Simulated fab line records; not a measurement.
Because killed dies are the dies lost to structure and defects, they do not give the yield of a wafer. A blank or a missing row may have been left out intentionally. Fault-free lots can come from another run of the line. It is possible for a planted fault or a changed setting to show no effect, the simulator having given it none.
A lot that was struck, set against a sound lot | flow n5Finfet | 40 steps out of a route of 1938
Sound: wafers L491.1, L491.2, L491.6. The struck wafers were L483.3, L483.4, L483.5. The cause is named last.
For every step that has rows: the tool of each side, followed by ch and its chambers, followed by its first start. Under that, the readings that differ: sound wafers | struck wafers | difference of the means | sigmas: that difference in standard deviations of wafers without a fault.
alike: words and numbers the same on both sides, and readings whose means are apart by under 2 such deviations; not compared: readings that were withheld, readings missing a value for some wafer, numbers with overlapping values and no deviation given by the record, and bounds like >300 which may hide the same value.
A row with sigmas, a row that says differs or no value, or rows on one side alone: a step with any of these is where the two part. Numbers that don't overlap but have no deviation are shown without sigmas and don't part them. A reading that every wafer of one side lacks parts them only if that side has two wafers or more.

first, 9 steps without rows for these wafers: N5_BEOL_M5_DESCUM_33 (chemistry O2, time 7 s); N5_BEOL_M5_ETCH_75 (etches underlayer in N2/H2, target depth 6.5 nm, time 5.2 s); N5_BEOL_M5_ETCH_67 (etches SiARC in CF4, target depth 15.6 nm, time 26 s); N5_BEOL_M5_ETCH_68 (etches SOC in N2/H2, target depth 80 nm, overetch 16 nm, time 120 s); N5_BEOL_M5_STRIP_69 (strips in N2/H2); N5_BEOL_M5_STRIP_76 (strips in N2/H2); N5_BEOL_M5_VIA_ETCH_34 (etches SiCOH lowk in C4F6/O2, target depth 88.3 nm, time 39.2 s); N5_BEOL_M5_STRIP_85 (strips in C4F6/O2); N5_BEOL_M5_STRIP_36 (strips in N2/H2).
N5_BEOL_M5_TRENCH_ETCH_37: etches SiCOH lowk in C4F6/O2, target depth 71.652 nm, time 24.7 s.
  sound on rieDiel-04 ch 0,1,2, day 14 05:44; struck on rieDiel-04 ch 0,1,2, day 11 23:13
reading                                   | sound             | struck            | difference | sigmas
biasW (W)                                 | 184.6 183.6 186.2 | 122.2 123.3 123.2 | -61.9      | -99 or more
rfVppV (V)                                | 634 661 672       | 456 476 484       | -184       | -11
model.etch.depthNm (nm)                   | 70.78 71.08 70.71 | 62.89 62.9 63.27  | -7.84      | 
model.BEOL_M5.featureDepthNm (nm)         | 70.8 71 70.8      | 62.8 63 63.2      | -7.9       | 
model.TiN_of_BEOL_M5_HM_DEP_02.thkNm (nm) | 17.6 17.6 17.6    | 18.2 18.6 18.6    | +0.9       | 
  alike: drypumpMotorCurrentA, mfcArSccm, oesProductAu, showerheadPlenumPTorr, throttleValvePct
  not compared: rfHoursCounterH
then, 2 steps without rows for these wafers: N5_BEOL_M5_ETCH_41 (etches SiCN in CH3F/O2, target depth 31.5 nm, time 56.7 s); N5_BEOL_M5_STRIP_91 (strips in N2/H2, time 10 s).
N5_BEOL_M5_OCD_MEAS_38:
  struck on ocd-02, day 11 23:23; sound on ocd-02, day 14 05:53
reading            | sound          | struck         | difference | sigmas
trenchDepthNm (nm) | 70.8 71.5 70.8 | 63.3 62.2 63.3 | -8.1       | -6
then, 21 steps without rows for these wafers: N5_BEOL_M5_HM_STRIP_39 (strips TiN in peroxide tin strip, target depth 25 nm, time 158 s); N5_BEOL_M5_SRD_40 (time 30 s); N5_BEOL_M5_PRECLEAN_42 (cleans in residue remover, time 60 s); N5_BEOL_M5_SRD_43 (time 30 s); N5_BEOL_M5_CURE_80 (cures SiCOH lowk, time 120 s); N5_BEOL_M5_DEGAS_44 (time 60 s); N5_BEOL_M5_PRE_CLEAN_45 (time 30 s); N5_BEOL_M5_ALD_86 (deposits TaN, pulse time 2 s, purge time 3 s, co reactant purge time 2 s); N5_BEOL_M5_SURFACE_TREAT_87; N5_BEOL_M5_CVD_47 (deposits Co from CCTBA/H2, target thk 3 nm, time 216 s); N5_BEOL_M5_SPUTTER_48 (material Cu, target thk 15 nm, time 27.62 s); N5_BEOL_M5_ANNEAL_49 (time 1800 s); N5_BEOL_M5_SPUTTER_81 (material Cu, target thk 15 nm, time 27.62 s); N5_BEOL_M5_ANNEAL_82 (time 1800 s); N5_BEOL_M5_SPUTTER_83 (material Cu, target thk 15 nm, time 27.62 s); N5_BEOL_M5_ANNEAL_84 (time 1800 s); N5_BEOL_M5_SPUTTER_88 (material Cu, target thk 15 nm, time 27.62 s); N5_BEOL_M5_ANNEAL_89 (time 1800 s); N5_BEOL_M5_SPUTTER_90 (material Cu, target thk 4.5 nm, time 8.29 s); N5_BEOL_M5_ECD_50 (material Cu, target thk 300 nm); N5_BEOL_M5_ANNEAL_51 (time 90 s).
N5_BEOL_M5_CMP_52: polishes, stops on SiCOH lowk, t overpolish 6.9 s, target thk 62 nm.
  sound on cmp-04 ch 1,2,3, day 14 11:55; struck on cmp-04 ch 1,2, day 12 07:22
reading                               | sound          | struck         | difference | sigmas
model.Cu_of_BEOL_M5_ECD_50.thkNm (nm) | 62.2 61.8 61.8 | 53.8 52.8 52.2 | -9.0       | 
  alike: barrierFieldEndpointS, clearingPlatenRpm, motorCurrentA, overpolishRunS, timeToEndpointS
  not compared: padLifeWafers
N5_BEOL_M5_THK_MEAS_53: measures by xrf.
  struck on filmMetro-01, day 12 07:37; sound on filmMetro-02, day 14 12:13
reading     | sound          | struck         | difference | sigmas
M5_THK (nm) | 61.1 60.8 60.8 | 52.5 51.7 51.1 | -9.1       | -5
then, 2 steps without rows for these wafers: N5_BEOL_M5_PRE_CLEAN_77 (time 15 s); N5_BEOL_M5_CO_CAP_78 (material Co, precursor CCTBA/H2, target thk 2 nm, time 102.1 s).
N5_BEOL_M5_RS_MEAS_57: the measuring method here is four-point-probe.
  struck on filmMetro-01, day 12 07:56; sound on filmMetro-02, day 14 12:29
reading        | sound             | struck            | difference | sigmas
M5_RS (ohm/sq) | 0.384 0.388 0.388 | 0.460 0.470 0.474 | +0.081     | +6
-- here the record skips 3 days between the struck wafers' starts before and after, leaving off in module BEOL_M5 and picking up in module BEOL_M15 (first step shown: number 1830 of the route) --
N5_BEOL_M15_RC_MEAS_101:
  sound on prober-01 ch 0, day 17 14:21; struck on prober-01 ch 0, day 15 12:35
reading                   | sound                   | struck                  | difference | sigmas
COMB_M5 (S/m)             | 5.5e-11 3.4e-11 4.2e-11 | 2.2e-11 2.7e-11 3.1e-11 | -1.7e-11   | -2
SERP_M5 (ohm/um)          | 37.5 39.8 37.9          | 46.2 47.5 48.4          | +9.0       | +5
SERP_M5_max_site (ohm/um) | 39.4 40.8 40.2          | 47.2 48.1 50.5          | +8.5       | +4
  alike: COMB_M10, COMB_M11, COMB_M11_max_site, COMB_M12, COMB_M12_max_site, COMB_M13, COMB_M14, COMB_M15, COMB_M6, COMB_M7, COMB_M8, COMB_M9, SERP_M10, SERP_M11, SERP_M12, SERP_M13, SERP_M14, SERP_M6, SERP_M7, SERP_M8, SERP_M8_max_site, SERP_M9

## WHERE THEY PART
Last at N5_BEOL_M15_RC_MEAS_101 as far as this record goes, first at N5_BEOL_M5_TRENCH_ETCH_37.

WHY: the cause the simulator had injected
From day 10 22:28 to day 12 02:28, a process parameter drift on rieDiel-04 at N5_BEOL_M5_TRENCH_ETCH_37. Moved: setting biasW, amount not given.
